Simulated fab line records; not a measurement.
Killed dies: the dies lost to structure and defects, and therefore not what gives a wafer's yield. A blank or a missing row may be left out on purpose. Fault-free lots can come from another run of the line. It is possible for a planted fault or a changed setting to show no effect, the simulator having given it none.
Chamber matching | flow nandHarc | NHARC_A_CHANNEL_FILL_D1_ETCHBACK_20 on rieDiel-10: 4 sister chambers
The step etches the open film in C4F8/O2/Ar, target depth 27 nm, time 13.5 s. 20 wafers are shown with their chamber, then 10 later ones without.

## WAFERS, EACH WITH ITS CHAMBER
wafer  | chamber | rfVppV (V) | oesProductAu (a.u.)
L077.1 | 0       | 987        | 1.01
L077.2 | 2       | 987        | 0.94
L077.3 | 1       | 985        | 0.92
L077.4 | 3       | 980        | 0.93
L077.5 | 0       | 988        | 1.02
L077.6 | 3       | 980        | 0.94
L079.1 | 3       | 981        | 1.02
L079.4 | 1       | 985        | 0.99
L079.5 | 0       | 988        | 1.01
L079.2 | 0       | 988        | 1.01
L079.3 | 2       | 987        | 1.00
L079.6 | 3       | 981        | 1.02
L080.4 | 1       | 984        | 0.97
L080.5 | 2       | 986        | 1.00
L080.6 | 3       | 981        | 0.99
L083.1 | 0       | 987        | 1.02
L083.4 | 1       | 984        | 1.01
L083.6 | 0       | 987        | 1.02
L087.3 | 2       | 987        | 0.93
L087.4 | 3       | 979        | 0.94

SIGNATURES (averages over the wafers above)
reading      | chamber 0 | chamber 1 | chamber 2 | chamber 3 | scatter within a chamber
rfVppV       | 987.50    | 984.50    | 986.75    | 980.33    | 0.641
oesProductAu | 1.0150    | 0.9725    | 0.9675    | 0.9733    | 0.0332
Rule: a wafer lies at a distance from a chamber equal to the root of the sum of squares, over the readings, of (its reading less the chamber's mean, divided by the reading's scatter). If the next closest chamber is less than 2 further off than the closest, the wafer can't be placed; otherwise it belongs to the closest. The scatter: take each reading less its chamber's mean, square it, sum over the shown wafers, divide by the number of wafers less the number of chambers, and take the root.

## WAFERS MISSING THEIR CHAMBER
wafer  | rfVppV (V) | oesProductAu (a.u.)
L087.5 | 988        | 0.93
L096.1 | 980        | 1.00
L096.2 | 987        | 0.99
L096.3 | 985        | 0.99
L096.4 | 986        | 1.00
L096.5 | 987        | 0.99
L096.6 | 979        | 1.00
L097.3 | 987        | 1.01
L097.4 | 982        | 1.01
L097.5 | 985        | 1.00

## EACH ONE'S CHAMBER
wafer  | from the rows above          | in truth
L087.5 | can't be placed: 2 or 0      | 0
L096.1 | 3                            | 3
L096.2 | can't be placed: 2 or 0      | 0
L096.3 | can't be placed: 1 or 2      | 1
L096.4 | can't be placed: 2 or 0 or 1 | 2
L096.5 | can't be placed: 2 or 0      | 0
L096.6 | 3                            | 3
L097.3 | can't be placed: 0 or 2      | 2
L097.4 | can't be placed: 3 or 1      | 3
L097.5 | can't be placed: 1 or 2      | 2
2 of 10 placed correctly. Cannot be placed on the basis of these rows: 8; the candidates contain the true chamber in 8. Placed wrongly: 0.
